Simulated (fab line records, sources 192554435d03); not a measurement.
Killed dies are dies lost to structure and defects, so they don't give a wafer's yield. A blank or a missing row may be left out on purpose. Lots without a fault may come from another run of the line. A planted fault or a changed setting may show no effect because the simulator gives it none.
fab line records | flow n5_finfet
record lots=11 wafers=31 last_day=18
route steps=1938 shown BEOL_M14@1748 BEOL_M15@1773 PASSIVATION@1936
lots that met no fault: from a run of the same line without faults
start_h: hours from the record's first day to the start of the lot's first wafer shown | wait_h: hours since the lot's step before | " the same as in the row above | L1.1+2: a row that stands for several wafers | - no value, or no start given | * or withheld: withheld | < > ~ a bound
route shown NAME@n: a module of which the file shows steps, and the number in the route of the first | usual: mean/standard deviation of fault-free wafers | same: alike in all rows | chamber/n: place in a boat | sites: the reading at each site | _std_site: their standard deviation | _edge_site: outer sites' mean less inner sites' | radius_mm: how far each site lies from the wafer's centre | mask NAME#n: copy n | behind: the tool/chamber that last shaped the wafer | hold: why the lot was held/for how many hours/how that ended | device: the transistor (n, p or np) that didn't switch | end of line: the same wafers' tests at the end of the route | a step without rows: its recipe alone | killed: dies lost to structure and defects at the first sort, not the wafer's yield | map: a wafer's dies, x killed, . not, _ none there
set.NAME: the setting as run; set.NAME@STEP: as run at that earlier step | model.NAME: the simulator's own value behind a step, which no gauge read
steps of the route over a sample of lots; a table a step, a row a wafer
services: from which hour (start_h, from the record's first day; less than 0 if before it) a tool's chamber was out of use, for how many hours, and why
## steps
# step N5_BEOL_M14_INSPECT_30
# recipe mode=adi inspect_instrument=macro
# usual raw_defect_count=1.9/1.4
# columns lot.wafer tool chamber start_h wait_h raw_defect_count
L730.2 defect_inspect-01 - 240.42 0.0 3
L730.3 " - " " 2
L730.6 " - " " 0
L733.2 defect_inspect-02 - 241.98 0.0 2
L733.3 " - " " 3
L733.4 " - " " 2
L734.1 defect_inspect-02 - 254.78 0.0 2
L734.2 " - " " 0
L734.5 " - " " 2
L739.3 defect_inspect-01 - 296.74 0.0 3
L739.6 " - " " 6
L741.3 defect_inspect-02 - 304.62 0.0 0
L741.4 " - " " 1
L740.2 defect_inspect-02 - 307.29 0.0 1
L740.5 " - " " 3
L740.6 " - " " 3
L744.1 defect_inspect-01 - 325.46 0.0 4
L744.2 " - " " 3
L744.4 " - " " 5
L750.1 defect_inspect-01 - 364.67 0.0 1
L750.4 " - " " 1
L750.5 " - " " 0
L751.2 defect_inspect-01 - 377.10 0.0 2
L751.4 " - " " 3
L751.6 " - " " 1
L753.1 defect_inspect-01 - 394.12 0.0 3
L753.3 " - " " 1
L753.5 " - " " 0
L752.1 defect_inspect-02 - 396.03 0.0 3
L752.5 " - " " 2
L752.6 " - " " 2
# step N5_BEOL_M14_PRE_CLEAN_42
# recipe gas=H2/He time_s=30 temp_c=300
# usual heater_power_w=465/43
# columns lot.wafer tool chamber start_h wait_h heater_power_w
L730.2 pvd_sputter-02 - 243.54 0.0 495
L730.3 " - " " 466
L730.6 " - " " 464
L733.2 pvd_sputter-03 - 244.61 0.0 376
L733.3 " - " " 510
L733.4 " - " " 425
L734.1 pvd_sputter-03 - 258.40 0.0 556
L734.2 " - " " 370
L734.5 " - " " 502
L739.3 pvd_sputter-02 - 298.56 0.0 456
L739.6 " - " " 496
L741.3 pvd_sputter-02 - 306.42 0.0 466
L741.4 " - " " 468
L740.2 pvd_sputter-03 - 309.47 0.0 483
L740.5 " - " " 371
L740.6 " - " " 419
L744.1 pvd_sputter-02 - 328.29 0.0 461
L744.2 " - " " 478
L744.4 " - " " 481
L750.1 pvd_sputter-02 - 367.66 0.0 516
L750.4 " - " " 463
L750.5 " - " " 458
L751.2 pvd_sputter-01 - 384.17 0.0 470
L751.4 " - " " 456
L751.6 " - " " 443
L753.1 pvd_sputter-03 - 399.76 0.0 556
L753.3 " - " " 414
L753.5 " - " " 552
L752.1 pvd_sputter-02 - 401.72 0.0 452
L752.5 " - " " 500
L752.6 " - " " 470
# step N5_BEOL_M14_ANNEAL_48
# recipe temp_c=225 time_s=90 ambient=N2
# usual anneal_temp_c_max=226.4/0.3 wafer_temp_C_max=225.77/0.23
# columns lot.wafer tool chamber start_h wait_h anneal_temp_c_max wafer_temp_C_max
L730.2 rtp_anneal-02 0 244.09 0.2 226.6 225.73
L730.3 " 0 " " 226.4 225.95
L730.6 " 0 " " 226.2 225.79
L733.2 rtp_anneal-01 0 245.46 0.5 227.0 225.69
L733.3 " 0 " " 226.2 225.87
L733.4 " 0 " " 226.3 225.93
L734.1 rtp_anneal-01 0 258.91 0.1 226.2 225.83
L734.2 " 0 " " 226.2 225.87
L734.5 " 0 " " 226.1 226.06
L739.3 rtp_anneal-02 0 299.46 0.5 226.8 225.36
L739.6 " 0 " " 226.5 225.35
L741.3 rtp_anneal-02 0 307.05 0.2 226.2 225.47
L741.4 " 0 " " 226.8 225.53
L740.2 rtp_anneal-02 0 310.02 0.2 226.5 225.53
L740.5 " 0 " " 226.8 225.40
L740.6 " 0 " " 226.6 225.56
L744.1 rtp_anneal-02 0 328.89 0.2 226.3 225.60
L744.2 " 0 " " 226.5 225.82
L744.4 " 0 " " 227.0 225.68
L750.1 rtp_anneal-02 0 368.27 0.2 226.9 225.50
L750.4 " 0 " " 226.6 225.59
L750.5 " 0 " " 227.1 225.35
L751.2 rtp_anneal-01 0 385.79 1.2 226.3 226.05
L751.4 " 0 " " 226.5 225.90
L751.6 " 0 " " 226.2 225.99
L753.1 rtp_anneal-01 0 400.52 0.4 226.1 226.24
L753.3 " 0 " " 226.2 226.15
L753.5 " 0 " " 226.2 225.65
L752.1 rtp_anneal-01 0 402.23 0.1 226.6 226.22
L752.5 " 0 " " 226.2 226.27
L752.6 " 0 " " 226.8 226.11
# step N5_BEOL_M15_ILD_DEP_00
# recipe material=SiO2 target_thk_a=16293 temp_c=400 precursor=TEOS/O2 pressure_torr=6.5 rf_w=900 teos_flow_sccm=161.4 gas=O2 flow_sccm=2650 time_s=346.1
# usual heater_power_w=557/93 run_length_s=388.7/0.73 showerhead_plenum_p_Torr=8.35/0.031 throttle_valve_pct=18.8/0.53
# columns lot.wafer tool chamber start_h wait_h heater_power_w run_length_s showerhead_plenum_p_Torr throttle_valve_pct
L730.2 pecvd-04 1 244.86 0.0 596 388.3 8.34 19.0
L730.3 " 1 " " 656 388.2 8.35 18.8
L730.6 " 1 " " 508 388.1 8.34 18.9
L733.2 pecvd-02 2 246.21 0.0 520 388.6 8.35 18.2
L733.3 " 0 " " 584 388.1 8.37 19.3
L733.4 " 2 " " 594 388.7 8.34 18.5
L734.1 pecvd-02 0 259.69 0.0 675 388.1 8.38 19.1
L734.2 " 2 " " 520 388.0 8.35 18.5
L734.5 " 0 " " 652 387.9 8.40 19.2
L739.3 pecvd-02 2 300.17 0.0 629 387.9 8.34 18.4
L739.6 " 1 " " 501 307.2 8.41 17.9
L741.3 pecvd-02 2 307.79 0.0 562 388.3 8.35 18.5
L741.4 " 2 " " 616 307.0 8.34 18.6
L740.2 pecvd-02 1 310.76 0.0 482 388.3 8.38 17.8
L740.5 " 0 " " 699 388.3 8.39 19.4
L740.6 " 1 " " 395 307.2 8.40 17.8
L744.1 pecvd-04 0 329.81 0.1 496 389.2 8.34 19.2
L744.2 " 2 " " 688 388.4 8.31 19.3
L744.4 " 1 " " 657 388.1 8.33 19.0
L750.1 pecvd-01 2 369.05 0.0 349 390.0 8.33 18.1
L750.4 " 2 " " 437 390.2 8.33 18.2
L750.5 " 1 " " 557 389.5 8.37 19.0
L751.2 pecvd-01 1 386.60 0.0 698 389.0 8.35 19.3
L751.4 " 1 " " 555 389.0 8.35 19.3
L751.6 " 0 " " 646 389.3 8.32 18.6
L753.1 pecvd-01 0 401.30 0.0 617 389.7 8.31 18.6
L753.3 " 2 " " 441 390.1 8.32 18.4
L753.5 " 1 " " 563 388.7 8.38 19.3
L752.1 pecvd-02 1 403.05 0.0 509 388.0 8.40 17.6
L752.5 " 1 " " 400 388.0 8.38 17.7
L752.6 " 2 " " 593 388.3 8.33 19.1
# step N5_BEOL_M15_THK_MEAS_01
# recipe reads=SiO2_of_BEOL_M15_ILD_DEP_00
# usual M15_ILD_THK=1634/20
# columns lot.wafer tool chamber start_h wait_h M15_ILD_THK[nm]
L730.2 film_metro-01 - 245.21 0.3 1611
L730.3 " - " " 1633
L730.6 " - " " 1633
L733.2 film_metro-01 - 246.46 0.1 1643
L733.3 " - " " 1630
L733.4 " - " " 1662
L734.1 film_metro-02 - 260.05 0.2 1589
L734.2 " - " " 1618
L734.5 " - " " 1615
L739.3 film_metro-02 - 300.42 0.1 1640
L739.6 " - " " 1257
L741.3 film_metro-02 - 308.04 0.1 1643
L741.4 " - " " 1251
L740.2 film_metro-02 - 311.01 0.1 1611
L740.5 " - " " 1631
L740.6 " - " " 1244
L744.1 film_metro-01 - 330.06 0.1 1612
L744.2 " - " " 1640
L744.4 " - " " 1675
L750.1 film_metro-02 - 369.30 0.1 1647
L750.4 " - " " 1660
L750.5 " - " " 1673
L751.2 film_metro-02 - 386.85 0.1 1627
L751.4 " - " " 1658
L751.6 " - " " 1649
L753.1 film_metro-02 - 401.55 0.1 1627
L753.3 " - " " 1615
L753.5 " - " " 1641
L752.1 film_metro-01 - 403.30 0.1 1600
L752.5 " - " " 1619
L752.6 " - " " 1621
# step N5_BEOL_M15_CD_MEAS_17
# recipe target_cd_nm=360 polarity=opening
# usual cd_nm=360.9/1.5
# columns lot.wafer tool chamber start_h wait_h cd_nm
L730.2 cd_sem-03 - 246.23 0.0 359.1
L730.3 " - " " 359.4
L730.6 " - " " 358.8
L733.2 cd_sem-03 - 247.50 0.0 362.1
L733.3 " - " " 360.2
L733.4 " - " " 362.1
L734.1 cd_sem-02 - 261.06 0.0 358.9
L734.2 " - " " 359.1
L734.5 " - " " 360.4
L739.3 cd_sem-02 - 301.44 0.0 361.0
L739.6 " - " " 357.2
L741.3 cd_sem-02 - 309.01 0.0 361.2
L741.4 " - " " 355.6
L740.2 cd_sem-03 - 311.90 0.0 361.6
L740.5 " - " " 360.6
L740.6 " - " " 354.8
L744.1 cd_sem-01 - 331.28 0.0 357.9
L744.2 " - " " 361.8
L744.4 " - " " 361.5
L750.1 cd_sem-01 - 370.37 0.0 360.1
L750.4 " - " " 359.3
L750.5 " - " " 360.9
L751.2 cd_sem-02 - 387.87 0.0 362.1
L751.4 " - " " 360.6
L751.6 " - " " 360.4
L753.1 cd_sem-01 - 402.57 0.0 359.8
L753.3 " - " " 360.1
L753.5 " - " " 361.8
L752.1 cd_sem-03 - 404.19 0.0 361.8
L752.5 " - " " 361.8
L752.6 " - " " 360.4
# step N5_PASSIVATION_PROBE_49
# usual defect_limited_yield=91.4/1.5 killed_at_M0_to_M3=31/11 killed_at_M4_up=13/5.5 killed_at_contacts=13/6.3 killed_at_front_end=40/13 killed_at_other=3.3/2.6 killed_dies=101/18 killed_open=67/13 killed_short=33/7.9 sort_bin_5_function=5.1/1 sort_bin_6_memory=3.2/0.68 sort_n_pass=1079/18 sort_yield_pct=91.4/1.5
# same gross_dies=1180 killed_at_back_side=0 sort_bin_4_leakage[%]=0 sort_bin_8_speed[%]=0
# columns lot.wafer tool chamber start_h wait_h defect_limited_yield[%] killed_at_M0_to_M3 killed_at_M4_up killed_at_contacts killed_at_front_end killed_at_other killed_dies killed_open killed_short sort_bin_5_function[%] sort_bin_6_memory[%] sort_n_pass sort_yield_pct[%]
L740.2 prober-01 - 333.79 0.1 93.5 18 9 14 31 5 77 56 20 3.5 3.0 1103 93.5
L740.5 prober-01 - 333.94 0.2 93.1 22 6 18 32 3 81 57 23 3.6 3.1 1099 93.1
L740.6 prober-01 - 333.99 0.3 89.9 22 15 26 42 14 119 75 44 6.1 3.4 1061 89.9
L744.1 prober-02 - 351.41 0.0 90.0 48 8 19 42 1 118 75 42 5.6 4.2 1062 90.0
L744.2 prober-02 - 351.46 0.1 92.1 32 15 3 41 2 93 58 34 4.7 2.8 1087 92.1
L744.4 prober-02 - 351.56 0.2 90.6 41 17 21 28 4 111 71 39 6.1 3.1 1069 90.6
# killed by level:class
L740.2 MOL_CONTACT_COAG:geometric_particle:open=13 FIN_SAQP:geometric_particle:open=10 BEOL_M2:geometric_particle:open=9 STI_FIN_REVEAL:geometric_particle:open=6 BEOL_M4:geometric_particle:open=5 SPACER0:geometric_particle:short=4 BEOL_M0_SAQP:geometric_particle:short=3 FIN_SAQP:geometric_particle:short=2
L740.5 MOL_CONTACT_COAG:geometric_particle:open=17 FIN_SAQP:geometric_particle:open=10 STI_FIN_REVEAL:geometric_particle:open=6 BEOL_M2:geometric_particle:open=6 DUMMY_GATE:geometric_particle:open=5 BEOL_M1:geometric_particle:open=4 GATE_CUT:geometric_particle:short=3 BEOL_M0_SAQP:geometric_particle:short=3
L740.6 MOL_CONTACT_COAG:geometric_particle:open=17 FIN_SAQP:geometric_particle:short=12 FIN_SAQP:geometric_particle:open=9 BEOL_M3:geometric_particle:open=9 MOL_CONTACT_COAG:geometric_particle:short=9 STI_FIN_REVEAL:geometric_particle:open=5 PAD_METAL:geometric_particle:open=5 PAD_METAL:geometric_particle:short=5
L744.1 MOL_CONTACT_COAG:geometric_particle:open=13 BEOL_M0:geometric_particle:open=13 DUMMY_GATE:geometric_particle:open=9 FIN_SAQP:geometric_particle:open=8 BEOL_M0_SAQP:geometric_particle:short=8 BEOL_M0_SAQP:geometric_particle:open=7 MOL_CONTACT_COAG:geometric_particle:short=6 FIN_SAQP:geometric_particle:short=5
L744.2 FIN_SAQP:geometric_particle:open=8 FIN_SAQP:geometric_particle:short=6 BEOL_M3:geometric_particle:open=6 BEOL_M6:geometric_particle:open=6 BEOL_M0_SAQP:geometric_particle:short=5 BEOL_M1:geometric_particle:short=5 BEOL_M8:geometric_particle:open=4 DUMMY_GATE:geometric_particle:open=4
L744.4 MOL_CONTACT_COAG:geometric_particle:open=15 BEOL_M0_SAQP:geometric_particle:open=11 BEOL_M0_SAQP:geometric_particle:short=11 FIN_SAQP:geometric_particle:open=7 GATE_CUT:geometric_particle:short=6 MOL_CONTACT_COAG:geometric_particle:short=6 BEOL_M3:geometric_particle:open=5 BEOL_M2:geometric_particle:open=5
## services
# columns tool chamber start_h hours kind
pecvd-01 2 220.00 - clean
pecvd-04 2 234.50 16.5 scheduled_down
pecvd-01 0 249.50 5.5 scheduled_down
pecvd-02 2 286.00 2.1 scheduled_down
pecvd-01 - 296.54 5.5 pm
rtp_anneal-02 - 316.06 5.5 repair
pecvd-01 1 337.81 2.1 scheduled_down
pecvd-01 0 346.79 4.9 repair
pvd_sputter-02 - 347.06 1.0 repair
pecvd-01 - 376.08 1.3 repair
## key
first_sign step=N5_BEOL_M15_ILD_DEP_00 reading=run_length_s direction=down sigmas=99+ usual=* struck=*
effect step=N5_BEOL_M15_THK_MEAS_01 reading=M15_ILD_THK direction=down sigmas=19 usual=1634 struck=1251
effect step=N5_BEOL_M15_CD_MEAS_17 reading=cd_nm direction=down sigmas=3.4 usual=360.9 struck=355.9
met_at N5_BEOL_M15_ILD_DEP_00
struck_lots L739,L740,L741
struck_wafers L739.6,L740.6,L741.4
not_acting_at N5_BEOL_M14_INSPECT_30,N5_BEOL_M14_PRE_CLEAN_42,N5_BEOL_M14_ANNEAL_48
onset_between 259.69 300.17
fault kind=process_parameter_drift tool=pecvd-02 chamber=- onset_h=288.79 steps=N5_BEOL_M15_ILD_DEP_00 channel=time_s offset=* shape=step end_h=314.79 scope=struck_wafers_only acts_in=* stated=*
